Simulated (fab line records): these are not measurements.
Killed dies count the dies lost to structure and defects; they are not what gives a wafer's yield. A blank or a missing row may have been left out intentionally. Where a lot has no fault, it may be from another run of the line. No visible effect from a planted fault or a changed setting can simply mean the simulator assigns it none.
Problem report in the 8D (eight disciplines) form, filled by code / flow n5-finfet / the parts of the form that need people (team, actions taken, sign-off) are left out
Where a reading is given only as a bound, like >300, the bound stands for it, and a mean or a difference that rests on one is marked > or <: the true number lies beyond.

== 1. WHAT IS WRONG ==
raw-defect-count at N5_PASSIVATION_INSPECT_61 reads a mean of >290 on 6 wafers of 2 lots; wafers without a fault read 2.2 with a standard deviation of 1.4. So: +99 or more standard deviations from the usual mean.
The step: inspects for defects (macro).
The first sign was on wafer L624.1 at day 17 07:04, on defect-inspect-01. The record has a number at this step for 12 wafers belonging to 4 lots. Rule for "out", or "out of limits": more than 4 standard deviations from the usual mean. All remaining wafers that have a number are taken as sound.

== 2. WHAT IT IS, WHAT IT ISN'T ==
question=which readings at this step | is=raw-defect-count | is not=-
question=which lots | is=L624, L625 | is not=L609, L626
question=which wafers of those lots | is=all that have a number | is not=-
question=read on which gauges | is=defect-inspect-01, defect-inspect-02 | is not=-
question=when | is=from day 17 07:04 | is not=up to then (3 sound wafers); but 3 sound wafers of L626 came after

== 3. THE SUSPECTS, EACH WITH WHAT RULES IT OUT ==
Counting: a tool stays on the suspect list if, at a process step up to the reading, it processed all lots that are out and no sound lot following the first of them.
- the gauge at N5_PASSIVATION_INSPECT_61 is ruled out. The wafers that are out were read on 2 gauges (defect-inspect-01, defect-inspect-02).
- rie-metal-02 at N5_MIM_BOT_ETCH_ETCH_00 (etches TiN in Cl2/BCl3, target depth 45.5 nm): kept. It ran every lot that is out, first L624 (day 17 05:42), and no sound lot after that; its last sound lot up to then is L609 (day 12 16:47).
The count leaves rie-metal-02 at N5_MIM_BOT_ETCH_ETCH_00.

== 4. THE CAUSE (what the simulator had put in) ==
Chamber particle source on rie-metal-02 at N5_MIM_BOT_ETCH_ETCH_00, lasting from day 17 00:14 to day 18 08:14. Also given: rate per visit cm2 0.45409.
After counting, this tool was the only one left.

== 5. THE EFFECT CHAIN, in route order ==
Each row: a reading whose mean over the struck wafers that have a number lies more than 3 standard deviations from the usual. Only readings whose record carries a usual standard deviation are examined. hours: median over the lots of the time between each lot's start at the first step of this table that gives one and its start at this step. sigmas: the change, counted in usual standard deviations.
hours=0; step=N5_PASSIVATION_INSPECT_61; reading=raw-defect-count; usual=2.2; on struck wafers=>290; change=>+287; sigmas=+99 or more
hours=8; step=N5_PASSIVATION_PROBE_49; reading=defect-limited-yield; usual=91.5 %; on struck wafers=84.6; change=-6.9; sigmas=-4.6
hours=8; step=N5_PASSIVATION_PROBE_49; reading=killed-at-other; usual=4; on struck wafers=88; change=+84; sigmas=+27
hours=8; step=N5_PASSIVATION_PROBE_49; reading=killed-dies; usual=101; on struck wafers=181; change=+80; sigmas=+4.5
hours=8; step=N5_PASSIVATION_PROBE_49; reading=sort_bin_5_function; usual=5.0 %; on struck wafers=9.9; change=+4.9; sigmas=+4.9
hours=8; step=N5_PASSIVATION_PROBE_49; reading=sort-n-pass; usual=1079; on struck wafers=999; change=-80; sigmas=-4.5
hours=8; step=N5_PASSIVATION_PROBE_49; reading=sort-yield-pct; usual=91.5 %; on struck wafers=84.6; change=-6.9; sigmas=-4.6
It contains these process steps:
- N5_PASSIVATION_PROBE_49

== 6. WHAT WOULD HAVE CAUGHT IT SOONER ==
In this record the first reading out of limits at a measuring or inspecting step was taken at day 17 07:04, 7 hours after the fault began at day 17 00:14.
No tool reading at N5_MIM_BOT_ETCH_ETCH_00 that has a usual standard deviation in the record was out on any struck wafer, so an alarm limit of 4 standard deviations on those readings would not have fired.
L625, from the lots that are out (2), started N5_MIM_BOT_ETCH_ETCH_00 on rie-metal-02 later than day 17 07:04. It would have been spared by a hold on the tool at that moment.
